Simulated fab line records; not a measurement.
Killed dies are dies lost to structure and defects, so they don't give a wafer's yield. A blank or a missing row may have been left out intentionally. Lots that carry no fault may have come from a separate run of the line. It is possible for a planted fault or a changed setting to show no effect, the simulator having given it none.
fab line records	flow n5-finfet
record: lots: 6	wafers: 18	last-day: 18
route steps=1938 shown GATE_CUT@472 BEOL_M4@1111
lots with no fault: from the same line, run without faults
start-h: the number of hours between the record's first day and the start of the first shown wafer of the lot	wait-h: hours since the lot's step before	" identical to the entry in the row above	L1.1+2: several wafers, shown together as one row	- value missing, or start not given	* or withheld: withheld	< > ~ a bound
route shown NAME@n: a module of which the file shows steps, and the number in the route of the first	usual: the fault-free wafers' mean and standard deviation	same: alike in all rows	chamber/n: place in a boat	sites: each site's reading	_std_site: how widely they spread, as a standard deviation	_edge_site: mean of outer sites minus mean of inner sites	radius-mm: for every site, how far away it sits from the centre of the wafer	mask NAME#n: copy n	behind: the most recent tool/chamber to have shaped the wafer	hold: the reason the lot was held/the length of the hold in hours/how it ended	device: the transistor (n, p or np) that didn't switch	end of line: tests run on the same wafers once the route is complete	step lacking rows: just its recipe	killed: count of dies lost to structure and defects at first sort (not the wafer's yield)	map: the dies of a wafer, with x for killed, . for not killed, _ for no die there
set.NAME: setting as actually run; set.NAME@STEP: the setting as run at that earlier step	model.NAME: the simulator's own value behind a step, which no gauge read
lots seen at some steps along the route; tables by step, rows by wafer
services: from which hour (start-h, from the record's first day; less than 0 if before it) a tool's chamber was out of use, for how many hours, and why
== steps ==
step: N5_GATE_CUT_SRD_32
recipe: time-s: 30	temp-c: 23	rinse-liquid: diw	dry: ipa-marangoni
step: N5_GATE_CUT_SAC_CAP_01
recipe: material: SiNx	target-thk-a: 240	temp-c: 400	ald-precursor-family: SiH2I2	ald-co-reactant: N2/H2-plasma	pulse-time-s: 1	ald-cycles: 480	purge-time-s: 2	co-reactant-purge-time-s: 2	pressure-torr: 2
usual: chamber-pressure-Torr: 1.999/0.0043	heater-power-w: 892/81	precursor-pulse-height-rel: 1.000/0.019
same: purge-time-s: 2
lot.wafer	tool	chamber	start-h	wait-h	chamber-pressure-Torr	heater-power-w	precursor-pulse-height-rel
L731.1	ald-sin-04	0	115.47	0.0	1.997	905	0.990
L731.4	"	2	"	"	2.001	892	1.003
L731.5	"	3	116.56	1.1	2.000	913	0.987
L733.2	ald-sin-03	2	125.20	0.0	2.006	853	0.990
L733.4	"	1	"	"	1.998	927	1.018
L733.5	"	3	126.28	1.1	2.004	963	0.996
L744.3	ald-sin-01	1	195.70	0.0	1.997	1000	1.000
L744.4	"	0	"	"	2.000	794	0.973
L744.6	"	0	196.79	1.1	2.001	790	1.023
L746.1	ald-sin-04	1	201.25	0.2	1.998	684	0.998
L746.2	"	2	"	"	1.996	868	1.013
L746.6	"	0	202.34	1.3	1.997	832	0.996
L747.1	ald-sin-03	3	209.12	0.0	2.001	972	0.988
L747.4	"	1	"	"	2.006	902	1.015
L747.6	"	0	210.20	1.1	2.003	795	0.992
L748.1	ald-sin-03	1	214.16	0.1	2.000	906	0.979
L748.3	"	3	"	"	1.998	975	0.997
L748.5	"	3	215.24	1.2	1.997	959	0.995
step: N5_GATE_CUT_PECVD_57
recipe: material: SiNx	target-thk-a: 210	temp-c: 400	precursor: SiH4/NH3/N2	pressure-torr: 1.5	rf-w: 300
usual: chamber-pressure-Torr: 1.500/0.0038	heater-power-w: 763/88	showerhead-plenum-p-Torr: 5.15/0.087	throttle-valve-pct: 39.0/2.3
lot.wafer	tool	chamber	start-h	wait-h	chamber-pressure-Torr	heater-power-w	showerhead-plenum-p-Torr	throttle-valve-pct
L731.1	pecvd-03	2	117.67	1.1	1.495	790	5.16	42.8
L731.4	"	1	"	"	1.496	721	4.99	39.1
L731.5	"	0	"	"	1.500	856	5.22	38.1
L733.2	pecvd-03	2	127.39	1.1	1.495	787	5.15	42.9
L733.4	"	0	"	"	1.503	764	5.21	38.1
L733.5	"	2	"	"	1.499	789	5.16	42.7
L744.3	pecvd-02	0	197.89	1.1	1.504	690	5.11	42.0
L744.4	"	0	"	"	1.497	673	5.12	41.8
L744.6	"	1	"	"	1.504	648	5.03	39.8
L746.1	pecvd-02	1	203.45	1.1	1.496	558	5.03	39.7
L746.2	"	2	"	"	1.506	837	5.23	35.6
L746.6	"	2	"	"	1.501	831	5.22	35.4
L747.1	pecvd-04	2	211.31	1.1	1.499	842	5.18	36.7
L747.4	"	0	"	"	1.502	771	5.27	37.5
L747.6	"	1	"	"	1.505	861	5.21	40.8
L748.1	pecvd-04	2	216.35	1.1	1.504	820	5.19	36.9
L748.3	"	0	"	"	1.498	662	5.26	37.7
L748.5	"	1	"	"	1.500	853	5.18	41.0
step: N5_GATE_CUT_CMP_02
recipe: stop-on: SiO2	t-overpolish-s: 12.7	post-cmp-clean: alkaline-brush	down-force-psi: 2.5	platen-rpm: 51.8	pad-velocity-m-s: 1.0307	target-thk-nm: 0
step: N5_GATE_CUT_HM_DEP_46
recipe: material: SiO2	target-thk-a: 1300	temp-c: 400	precursor: TEOS/O2	pressure-torr: 6.5	rf-w: 900	teos-flow-sccm: 161.4	gas: O2	flow-sccm: 2650	time-s: 26.6
step: N5_GATE_CUT_COAT_34
recipe: resist: SOC	temp-c: 250	time-s: 60	spin-rpm: 1500	resist-thk-nm: 60
step: N5_GATE_CUT_COAT_35
recipe: resist: SiARC	temp-c: 220	time-s: 60	spin-rpm: 1500	resist-thk-nm: 10
step: N5_GATE_CUT_COAT_27
recipe: resist: underlayer	temp-c: 205	time-s: 60	spin-rpm: 1500	resist-thk-nm: 10
step: N5_GATE_CUT_COAT_07
recipe: resist: CAR-EUV	spin-rpm: 1500	resist-thk-nm: 30
step: N5_GATE_CUT_EBR_09
recipe: solvent: PGMEA	ebr-width-mm: 1.5
step: N5_GATE_CUT_SOFTBAKE_08
recipe: temp-c: 110	time-s: 60	resist: CAR-EUV
step: N5_GATE_CUT_EXPOSE_10
recipe: mask-id: GATE_CUT	na: 0.33	source-shape: annular	sigma-inner: 0.35	sigma-outer: 0.8	polarization: unpolarized	target-cd-nm: 20	dose-mj: 43.25
usual: exposure-dose-mJ-cm2: 43.22/0.067	reticle-temp-C: 23.00/0.12
lot.wafer	tool	chamber	start-h	wait-h	mask	exposure-dose-mJ-cm2	reticle-temp-C
L731.1	euv-scanner-02	0	118.62	-	GATE_CUT#0	43.19	23.11
L731.4	"	0	"	"	GATE_CUT#0	43.23	23.15
L731.5	"	0	"	"	GATE_CUT#0	43.27	22.99
L733.2	euv-scanner-01	0	128.27	-	GATE_CUT#0	43.18	23.06
L733.4	"	0	"	"	GATE_CUT#0	43.16	22.87
L733.5	"	0	"	"	GATE_CUT#0	43.21	22.95
L744.3	euv-scanner-01	0	203.27	-	GATE_CUT#0	40.71	22.98
L744.4	"	0	"	"	GATE_CUT#0	40.71	22.94
L744.6	"	0	"	"	GATE_CUT#0	40.72	22.94
L746.1	euv-scanner-02	0	204.22	-	GATE_CUT#0	43.26	23.19
L746.2	"	0	"	"	GATE_CUT#0	43.26	23.12
L746.6	"	0	"	"	GATE_CUT#0	43.35	23.16
L747.1	euv-scanner-01	0	212.04	-	GATE_CUT#0	41.15	22.88
L747.4	"	0	"	"	GATE_CUT#0	41.23	22.87
L747.6	"	0	"	"	GATE_CUT#0	41.12	22.81
L748.1	euv-scanner-02	0	217.08	-	GATE_CUT#0	43.19	23.07
L748.3	"	0	"	"	GATE_CUT#0	43.21	23.02
L748.5	"	0	"	"	GATE_CUT#0	43.18	22.98
step: N5_GATE_CUT_PEB_11
recipe: peb-temp-c: 100	peb-time-s: 60	resist: CAR-EUV
step: N5_GATE_CUT_DEVELOP_12
recipe: develop-time-s: 30	developer: TMAH	resist: CAR-EUV	rinse-liquid: surfactant-rinse	dry: air-spin	dev-temp-c: 23
step: N5_GATE_CUT_CD_MEAS_13
recipe: target-cd-nm: 20	landing-energy-ev: 500	detector: se-inlens
usual: cd-nm: 20.08/0.28
lot.wafer	tool	chamber	start-h	wait-h	cd-nm
L731.1	cd-sem-02	0	118.75	-	19.93
L731.4	"	0	"	"	20.48
L731.5	"	0	"	"	20.18
L733.2	cd-sem-03	0	128.39	-	19.59
L733.4	"	0	"	"	19.93
L733.5	"	0	"	"	19.95
L744.3	cd-sem-02	0	203.39	-	18.57
L744.4	"	0	"	"	18.79
L744.6	"	0	"	"	18.85
L746.1	cd-sem-02	0	204.35	-	20.05
L746.2	"	0	"	"	20.24
L746.6	"	0	"	"	19.93
L747.1	cd-sem-01	0	212.18	-	19.15
L747.4	"	0	"	"	18.99
L747.6	"	0	"	"	19.31
L748.1	cd-sem-01	0	217.22	-	19.61
L748.3	"	0	"	"	19.84
L748.5	"	0	"	"	20.33
step: N5_GATE_CUT_OVL_MEAS_14
recipe: points-per-wafer: 522
usual: GATE_CUT_OVL: 0.0/0.72
lot.wafer	tool	chamber	start-h	wait-h	GATE_CUT_OVL[nm]
L731.1	overlay-01	0	118.78	0.0	-0.7
L731.4	"	0	"	"	0.9
L731.5	"	0	"	"	-0.1
L733.2	overlay-02	0	128.43	0.0	0.9
L733.4	"	0	"	"	0.6
L733.5	"	0	"	"	0.4
L744.3	overlay-02	0	203.44	0.0	0.1
L744.4	"	0	"	"	0.4
L744.6	"	0	"	"	0.4
L746.1	overlay-02	0	204.38	0.0	-0.1
L746.2	"	0	"	"	-0.2
L746.6	"	0	"	"	0.2
L747.1	overlay-02	0	212.21	0.0	-0.2
L747.4	"	0	"	"	0.3
L747.6	"	0	"	"	0.1
L748.1	overlay-02	0	217.25	0.0	-0.3
L748.3	"	0	"	"	0.4
L748.5	"	0	"	"	-0.4
step: N5_GATE_CUT_INSPECT_15
recipe: mode: adi	inspect-instrument: brightfield
usual: raw-defect-count: 142/42
lot.wafer	tool	chamber	start-h	wait-h	raw-defect-count
L731.1	defect-inspect-02	-	118.84	0.1	138
L731.4	"	-	"	"	123
L731.5	"	-	"	"	111
L733.2	defect-inspect-01	-	128.48	0.0	109
L733.4	"	-	"	"	195
L733.5	"	-	"	"	146
L744.3	defect-inspect-01	-	203.49	0.0	89
L744.4	"	-	"	"	95
L744.6	"	-	"	"	84
L746.1	defect-inspect-01	-	204.44	0.1	111
L746.2	"	-	"	"	146
L746.6	"	-	"	"	148
L747.1	defect-inspect-02	-	212.26	0.1	172
L747.4	"	-	"	"	207
L747.6	"	-	"	"	185
L748.1	defect-inspect-01	-	217.31	0.1	141
L748.3	"	-	"	"	119
L748.5	"	-	"	"	85
step: N5_GATE_CUT_DESCUM_18
recipe: chemistry: O2	time-s: 7	source-power-w: 50	bias-power-w: 20	pressure-mtorr: 20	rf-frequency-hz: 2.712e+07	temp-c: 40	resist: CAR-EUV	o2-flow-sccm: 225
usual: drypump-motor-current-A: 5.79/0.27	oes-product-au: 0.79/0.085	rf-vpp-V: 243.6/1.3	showerhead-plenum-p-Torr: 2.12/0.078	throttle-valve-pct: 20.36/0.27
same: time-s: 7
lot.wafer	tool	chamber	start-h	wait-h	drypump-motor-current-A	oes-product-au	rf-hours-counter-h	rf-vpp-V	showerhead-plenum-p-Torr	throttle-valve-pct	model.GATE_CUT.cd-nm
L731.1	rie-diel-06	0	118.88	0.0	6.09	0.72	191	243.8	2.06	20.38	20.2
L731.4	"	2	"	"	5.83	0.78	147	242.0	2.10	20.61	20.4
L731.5	"	3	"	"	5.87	0.89	-	242.7	2.03	19.93	20.2
L733.2	rie-diel-06	2	128.51	0.0	5.84	0.77	151	244.0	2.10	20.60	20
L733.4	"	0	"	"	6.10	0.73	194	242.0	2.06	20.40	20.2
L733.5	"	1	"	"	5.39	0.77	-	244.5	2.19	20.51	20.2
L744.3	rie-diel-05	0	203.52	0.0	5.66	0.95	9	245.0	2.13	19.83	18.8
L744.4	"	0	"	"	5.64	0.95	-	242.8	2.13	19.82	18.8
L744.6	"	1	"	"	5.91	0.70	-	243.7	2.17	20.90	18.8
L746.1	rie-diel-03	2	204.48	0.0	5.70	0.88	57	243.8	2.22	20.06	19.8
L746.2	"	1	"	"	6.29	0.71	173	243.4	2.18	20.17	20
L746.6	"	2	"	"	5.70	0.88	-	244.5	2.22	20.05	19.8
L747.1	rie-diel-05	2	212.30	0.0	6.05	0.70	210	241.2	1.97	20.59	19.4
L747.4	"	3	"	"	5.64	0.87	33	244.7	2.12	20.30	19
L747.6	"	3	"	"	5.63	0.87	-	244.5	2.12	20.30	19
L748.1	rie-diel-06	2	217.54	0.2	5.82	0.75	175	243.3	2.09	20.65	19.8
L748.3	"	3	"	"	5.85	0.85	66	242.2	2.02	19.98	20
L748.5	"	1	"	"	5.41	0.75	-	244.8	2.19	20.55	20.2
step: N5_GATE_CUT_ETCH_28
recipe: chemistry: N2/H2	target: underlayer	target-depth-a: 130	mask-material: CAR-EUV	time-s: 10.4	ion-energy-ev: 200	pressure-mtorr: 30	source-w: 840	bias-w: 150	n2-flow-sccm: 200	h2-flow-sccm: 200	ends: cleared
usual: drypump-motor-current-A: 5.80/0.27	etch-rf-on-time-s: 10.38/0.27	oes-product-au: 0.67/0.076	rf-vpp-V: 524.7/2.6	showerhead-plenum-p-Torr: 2.58/0.083	throttle-valve-pct: 17.9/0.3
lot.wafer	tool	chamber	start-h	wait-h	drypump-motor-current-A	etch-rf-on-time-s	oes-product-au	rf-hours-counter-h	rf-vpp-V	showerhead-plenum-p-Torr	throttle-valve-pct
L731.1	rie-diel-06	0	118.91	0.0	6.08	10.55	0.62	191	524.1	2.51	17.9
L731.4	"	2	"	"	5.83	10.29	0.65	147	523.1	2.55	18.1
L731.5	"	3	"	"	5.88	10.35	0.76	-	523.3	2.47	17.3
L733.2	rie-diel-06	2	128.55	0.0	5.86	10.02	0.66	151	524.2	2.55	18.1
L733.4	"	0	"	"	6.10	10.38	0.62	194	523.5	2.51	17.9
L733.5	"	1	"	"	5.43	10.22	0.66	-	527.8	2.65	18.0
L744.3	rie-diel-05	0	203.56	0.0	5.64	10.37	0.79	9	526.1	2.60	17.4
L744.4	"	0	"	"	5.59	10.46	0.79	-	525.1	2.60	17.4
L744.6	"	1	"	"	5.93	10.39	0.59	-	525.6	2.62	18.2
L746.1	rie-diel-03	2	204.51	0.0	5.71	10.04	0.76	57	527.8	2.69	17.5
L746.2	"	1	"	"	6.32	10.91	0.60	173	526.9	2.64	17.6
L746.6	"	2	"	"	5.72	10.21	0.74	-	526.9	2.69	17.5
L747.1	rie-diel-05	2	212.33	0.0	6.07	10.69	0.58	210	520.0	2.43	18.2
L747.4	"	3	"	"	5.64	9.93	0.77	33	525.3	2.58	17.7
L747.6	"	3	"	"	5.62	10.02	0.76	-	525.5	2.58	17.7
L748.1	rie-diel-06	2	217.57	0.0	5.85	10.10	0.64	175	523.8	2.54	18.2
L748.3	"	3	"	"	5.88	10.27	0.72	66	522.1	2.46	17.3
L748.5	"	1	"	"	5.42	10.35	0.64	-	527.0	2.64	18.1
step: N5_GATE_CUT_ETCH_36
recipe: chemistry: CF4	target: SiARC	target-depth-a: 130	mask-material: CAR-EUV	time-s: 21.7	ion-energy-ev: 80	pressure-mtorr: 40	source-w: 545	bias-w: 36	Ar_flow_sccm: 100	cf4-flow-sccm: 100	ends: cleared
usual: drypump-motor-current-A: 5.79/0.27	etch-rf-on-time-s: 21.7/0.55	oes-product-au: 0.67/0.074	rf-vpp-V: 184.3/1.2	showerhead-plenum-p-Torr: 2.17/0.071	throttle-valve-pct: 15.57/0.26
lot.wafer	tool	chamber	start-h	wait-h	drypump-motor-current-A	etch-rf-on-time-s	oes-product-au	rf-hours-counter-h	rf-vpp-V	showerhead-plenum-p-Torr	throttle-valve-pct
L731.1	rie-diel-06	0	118.93	0.0	6.15	21.5	0.63	191	183.9	2.13	15.77
L731.4	"	2	"	"	5.85	21.1	0.66	147	184.2	2.14	15.74
L731.5	"	3	"	"	5.85	21.0	0.77	-	182.3	2.08	15.10
L733.2	rie-diel-06	2	128.57	0.0	5.86	21.0	0.66	151	183.6	2.14	15.75
L733.4	"	0	"	"	6.10	21.8	0.62	194	182.3	2.13	15.76
L733.5	"	1	"	"	5.40	21.2	0.67	-	186.1	2.22	15.63
L744.3	rie-diel-05	0	203.58	0.0	5.61	22.0	0.79	9	185.2	2.19	15.13
L744.4	"	0	"	"	5.59	22.1	0.79	-	184.0	2.20	15.13
L744.6	"	1	"	"	5.90	22.1	0.59	-	184.3	2.21	15.98
L746.1	rie-diel-03	2	204.53	0.0	5.71	21.5	0.74	57	187.0	2.27	15.32
L746.2	"	1	"	"	6.32	23.2	0.59	173	185.7	2.21	15.29
L746.6	"	2	"	"	5.71	21.7	0.74	-	184.5	2.27	15.34
L747.1	rie-diel-05	2	212.35	0.0	6.07	22.0	0.59	210	182.7	2.04	15.98
L747.4	"	3	"	"	5.62	21.0	0.77	33	185.3	2.18	15.51
L747.6	"	3	"	"	5.60	21.0	0.76	-	185.0	2.18	15.50
L748.1	rie-diel-06	2	217.59	0.0	5.82	21.1	0.64	175	182.6	2.13	15.78
L748.3	"	3	"	"	5.85	21.5	0.73	66	183.7	2.07	15.20
L748.5	"	1	"	"	5.42	21.3	0.65	-	183.6	2.22	15.68
step: N5_GATE_CUT_ETCH_37
recipe: chemistry: N2/H2	target: SOC	target-depth-a: 600	overetch-a: 120	mask-material: SiARC	temp-c: 40	time-s: 90	ion-energy-ev: 200	pressure-mtorr: 30	source-w: 840	bias-w: 150	n2-flow-sccm: 200	h2-flow-sccm: 200
step: N5_GATE_CUT_STRIP_38
recipe: chemistry: N2/H2	temp-c: 40	n2-flow-sccm: 200	h2-flow-sccm: 200	rf-frequency-hz: 6e+07
step: N5_GATE_CUT_STRIP_39
recipe: chemistry: N2/H2	temp-c: 40	n2-flow-sccm: 200	h2-flow-sccm: 200	rf-frequency-hz: 6e+07
step: N5_GATE_CUT_HM_OPEN_40
recipe: chemistry: C4F6/O2	target: SiO2	mask-material: SiARC	target-depth-a: 1390	time-s: 85.1	ion-energy-ev: 250	pressure-mtorr: 30	source-w: 345	bias-w: 185	Ar_flow_sccm: 300	C4F6_flow_sccm: 10	O2_flow_sccm: 10	ends: cleared
step: N5_GATE_CUT_STRIP_41
recipe: chemistry: CF4	resist: SiARC	power-w: 300	bias-power-w: 75	pressure-mtorr: 50	cf4-flow-sccm: 150	rf-frequency-hz: 6e+07
step: N5_GATE_CUT_STRIP_42
recipe: chemistry: O2	power-w: 400	temp-c: 40	pressure-mtorr: 30	rf-frequency-hz: 6e+07	bias-power-w: 0	overash-fraction: 0.3	o2-flow-sccm: 225
step: N5_GATE_CUT_ETCH_19
recipe: chemistry: CH3F/O2	target: SiNx	mask-material: SiO2	target-depth-a: 537	time-s: 76.7	pressure-mtorr: 30	source-w: 395	bias-w: 73	Ar_flow_sccm: 150	CH3F_flow_sccm: 30	O2_flow_sccm: 20	ion-energy-ev: 120	ends: cleared
usual: drypump-motor-current-A: 5.79/0.27	etch-rf-on-time-s: 76.7/1.3	oes_ar_750_au: 0.78/0.085	oes-product-au: 0.67/0.074	rf-vpp-V: 298/4.4	showerhead-plenum-p-Torr: 2.02/0.069	throttle-valve-pct: 16.30/0.25
lot.wafer	tool	chamber	start-h	wait-h	drypump-motor-current-A	etch-rf-on-time-s	oes_ar_750_au	oes-product-au	rf-hours-counter-h	rf-vpp-V	showerhead-plenum-p-Torr	throttle-valve-pct
L731.1	rie-diel-06	0	119.16	0.0	6.10	76.7	0.73	0.63	191	291	2.00	16.55
L731.4	"	2	"	"	5.83	74.8	0.75	0.66	148	303	1.99	16.43
L731.5	"	3	"	"	5.87	76.1	0.90	0.76	-	294	1.95	15.92
L733.2	rie-diel-06	2	128.80	0.0	5.83	74.6	0.76	0.66	151	304	1.99	16.42
L733.4	"	0	"	"	6.12	76.3	0.73	0.62	194	291	2.00	16.55
L733.5	"	1	"	"	5.40	76.3	0.77	0.66	-	295	2.08	16.34
L744.3	rie-diel-05	0	203.81	0.0	5.60	77.9	0.92	0.80	9	305	2.05	15.84
L744.4	"	0	"	"	5.59	76.2	0.92	0.81	-	306	2.05	15.82
L744.6	"	1	"	"	5.92	77.3	0.69	0.59	-	300	2.07	16.72
L746.1	rie-diel-03	2	204.76	0.0	5.73	76.5	0.86	0.73	57	297	2.13	16.05
L746.2	"	1	"	"	6.38	79.6	0.71	0.60	173	297	2.08	16.06
L746.6	"	2	"	"	5.70	76.3	0.88	0.74	-	302	2.13	16.05
L747.1	rie-diel-05	2	212.58	0.0	6.06	78.2	0.69	0.59	210	290	1.90	16.68
L747.4	"	3	"	"	5.64	75.8	0.89	0.75	33	299	2.03	16.22
L747.6	"	3	"	"	5.63	75.7	0.89	0.75	-	299	2.03	16.21
L748.1	rie-diel-06	2	217.82	0.0	5.83	75.7	0.74	0.64	175	303	1.98	16.48
L748.3	"	3	"	"	5.82	76.9	0.85	0.72	66	293	1.94	15.95
L748.5	"	1	"	"	5.41	77.7	0.75	0.63	-	298	2.07	16.39
step: N5_GATE_CUT_CUT_ETCH_53
recipe: chemistry: SF6/Cl2	target: W	mask-material: SiO2	target-depth-a: 792	pressure-mtorr: 8	icp-w: 900	bias-w: 80	SF6_flow_sccm: 40	Cl2_flow_sccm: 60	ends: cleared
step: N5_GATE_CUT_CUT_ETCH_54
recipe: chemistry: Cl2/BCl3	target: TiN	mask-material: SiO2	target-depth-a: 967	pressure-mtorr: 10	icp-w: 1000	bias-w: 126	Cl2_flow_sccm: 53.25	bcl3-flow-sccm: 21.75	Ar_flow_sccm: 25	ends: cleared
step: N5_GATE_CUT_CUT_ETCH_55
recipe: chemistry: BCl3	target: HfO2	mask-material: SiO2	target-depth-a: 32	ion-energy-ev: 30	pressure-mtorr: 5	icp-w: 450	bias-w: 18	bcl3-flow-sccm: 80
step: N5_GATE_CUT_ETCH_47
recipe: chemistry: Cl2/BCl3	target: SiO2	target-depth-a: 100	pressure-mtorr: 10	icp-w: 1000	bias-w: 126	Cl2_flow_sccm: 53.25	bcl3-flow-sccm: 21.75	Ar_flow_sccm: 25
usual: drypump-motor-current-A: 5.9/0.31	oes_ar_750_au: 0.72/0.12	oes-product-au: 0.73/0.12	throttle-valve-pct: 22.82/0.18
lot.wafer	tool	chamber	start-h	wait-h	drypump-motor-current-A	oes_ar_750_au	oes-product-au	rf-hours-counter-h	throttle-valve-pct	model.GATE_CUT.cd-nm
L731.1	rie-metal-03	1	119.57	0.1	5.4	0.83	0.88	15	22.64	19.6
L731.4	"	1	"	"	5.4	0.83	0.88	-	22.64	19.8
L731.5	"	1	"	"	5.4	0.83	0.88	-	22.65	20
L733.2	rie-metal-02	0	129.06	0.0	6.2	0.59	0.60	129	22.77	19.2
L733.4	"	0	"	"	6.2	0.59	0.60	-	22.77	19.8
L733.5	"	1	"	"	5.8	0.60	0.63	-	23.06	20
L744.3	rie-metal-02	0	204.07	0.0	6.2	0.99	1.01	-	22.58	18.8
L744.4	"	1	"	"	5.9	0.58	0.61	-	23.05	18.8
L744.6	"	1	"	"	5.8	0.58	0.61	-	23.07	18.8
L746.1	rie-metal-02	0	205.02	0.0	6.2	0.97	0.99	0	22.56	19.8
L746.2	"	1	"	"	5.9	0.59	0.62	123	23.06	19.8
L746.6	"	0	"	"	6.2	0.97	1.01	-	22.59	19.2
L747.1	rie-metal-01	0	212.84	0.0	6.3	0.76	0.77	52	22.58	19.4
L747.4	"	0	"	"	6.4	0.76	0.77	-	22.59	19.4
L747.6	"	0	"	"	6.3	0.76	0.77	-	22.60	18.8
L748.1	rie-metal-01	0	218.08	0.0	6.3	0.76	0.77	53	22.60	19.2
L748.3	"	0	"	"	6.3	0.76	0.77	-	22.59	20.8
L748.5	"	0	"	"	6.3	0.76	0.77	-	22.57	20.2
step: N5_GATE_CUT_VAPOR_ETCH_48
recipe: chemistry: BCl3/Cl2	target: TiN	mode: isotropic
step: N5_BEOL_M4_RC_MEAS_101
usual: DIBL_N: 36.0/2	DIBL_P: 36.2/2.2	IOFF_N: 0.16/0.034	IOFF_P: 0.21/0.04	ION_N: 675/12	ION_P: 463/7.2	SS_N: 71.6/0.6	SS_P: 73.3/0.67	VT_N: 250/3	VT_P: -251/3.4
lot.wafer	tool	chamber	start-h	wait-h	DIBL_N[mV/V]	DIBL_P[mV/V]	IOFF_N[nA/um]	IOFF_P[nA/um]	ION_N[uA/um]	ION_P[uA/um]	SS_N[mV/dec]	SS_P[mV/dec]	VT_N[mV]	VT_P[mV]
L731.1	prober-02	0	215.20	0.0	37.3	37.3	0.19	0.21	681	461	72.3	73.5	247	-252
L731.4	"	0	"	"	33.7	32.7	0.13	0.15	669	454	70.9	73.0	251	-257
L731.5	"	0	"	"	34.7	33.7	0.14	0.16	668	449	71.6	72.6	249	-256
L733.2	prober-01	0	217.83	0.2	35.2	36.0	0.18	0.23	690	472	72.1	72.8	243	-248
L733.4	"	0	"	"	31.9	32.0	0.11	0.17	665	459	70.5	72.5	255	-253
L733.5	"	0	"	"	34.9	35.7	0.16	0.22	677	468	70.7	72.6	250	-247
L746.1	prober-02	0	308.93	0.0	38.3	37.7	0.18	0.22	672	460	71.9	73.9	252	-249
L746.2	"	0	"	"	36.7	36.8	0.16	0.21	687	472	72.0	73.7	250	-248
L746.6	"	0	"	"	37.5	37.7	0.17	0.23	670	466	72.0	74.0	253	-251
L748.1	prober-01	0	311.62	0.0	36.0	35.9	0.15	0.21	665	455	71.9	72.3	250	-250
L748.3	"	0	"	"	34.3	33.7	0.14	0.19	681	460	71.3	72.5	248	-248
L748.5	"	0	"	"	36.6	36.7	0.18	0.23	686	469	71.4	73.7	249	-247
L744.3	prober-01	0	312.86	1.0	36.8	36.8	0.18	0.24	684	467	71.7	73.1	250	-249
L744.4	"	0	"	"	35.8	35.7	0.16	0.22	675	464	71.6	73.1	250	-250
L744.6	"	0	"	"	35.8	35.8	0.15	0.21	674	463	72.2	73.4	252	-250
L747.1	prober-02	0	314.66	0.0	34.8	34.0	0.14	0.17	673	464	70.5	73.1	252	-253
L747.4	"	0	"	"	35.9	34.4	0.14	0.17	661	451	70.8	73.0	249	-255
L747.6	"	0	"	"	32.5	31.0	0.10	0.14	659	456	70.5	72.0	253	-256
== services ==
tool	chamber	start-h	hours	kind
rie-diel-06	2	92.67	2.6	repair
euv-scanner-02	-	96.62	1.0	pm
ald-sin-01	-	107.66	6.1	pm
rie-diel-03	2	120.54	4.1	repair
rie-metal-02	-	120.62	4.0	pm
euv-scanner-01	-	130.85	0.8	repair
euv-scanner-01	-	132.69	1.0	pm
ald-sin-04	0	136.29	5.6	repair
pecvd-02	-	144.48	2.8	pm
euv-scanner-02	-	152.77	1.0	pm
rie-diel-05	0	154.46	-	clean
rie-diel-03	-	157.42	0.6	repair
euv-scanner-02	-	158.39	0.4	repair
euv-scanner-02	-	159.44	0.4	repair
euv-scanner-02	-	172.92	4.6	pm
pecvd-02	-	177.29	1.3	repair
ald-sin-04	-	177.92	14.0	pm
rie-diel-03	3	181.91	13.3	repair
euv-scanner-01	-	188.84	1.0	pm
rie-diel-05	3	199.25	6.7	repair
euv-scanner-02	-	208.92	1.0	pm
rie-metal-02	-	210.06	10.0	pm
ald-sin-01	-	210.61	0.4	repair
rie-diel-05	-	215.61	0.7	repair
== key ==
first-sign: step: N5_GATE_CUT_EXPOSE_10	reading: exposure-dose-mJ-cm2	direction: down	sigmas: 34	usual: 43.22	struck: 40.94
effect: step: N5_GATE_CUT_CD_MEAS_13	reading: cd-nm	direction: down	sigmas: 4.1	usual: 20.08	struck: 18.94	through: control-loop
model-effect: step: N5_GATE_CUT_DESCUM_18	value: GATE_CUT.cd-nm	without: 20.2	struck: 18.97
model-effect: step: N5_GATE_CUT_ETCH_47	value: GATE_CUT.cd-nm	without: 20.23	struck: 19
met-at N5_GATE_CUT_EXPOSE_10
struck-wafers L744.3,L744.4,L744.6,L747.1,L747.4,L747.6
sort-left-out L744.3,L744.4,L744.6,L747.1,L747.4,L747.6
loop-trim: step: N5_GATE_CUT_EXPOSE_10	setting: dose	lots: L747
onset-between 128.27 203.27
fault: kind: process-parameter-drift	tool: euv-scanner-01	chamber: -	onset-h: 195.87	steps: N5_GATE_CUT_EXPOSE_10	channel: dose-mj	offset: -2.4717	shape: step	acts-in: these-recipes-only	stated: 43.25
sort-left-out: the simulated sort isn't trusted on such a fault, so these wafers' sort isn't shown, and their yield isn't known
loop-trim: a control loop set the setting to another value than it would have without faults
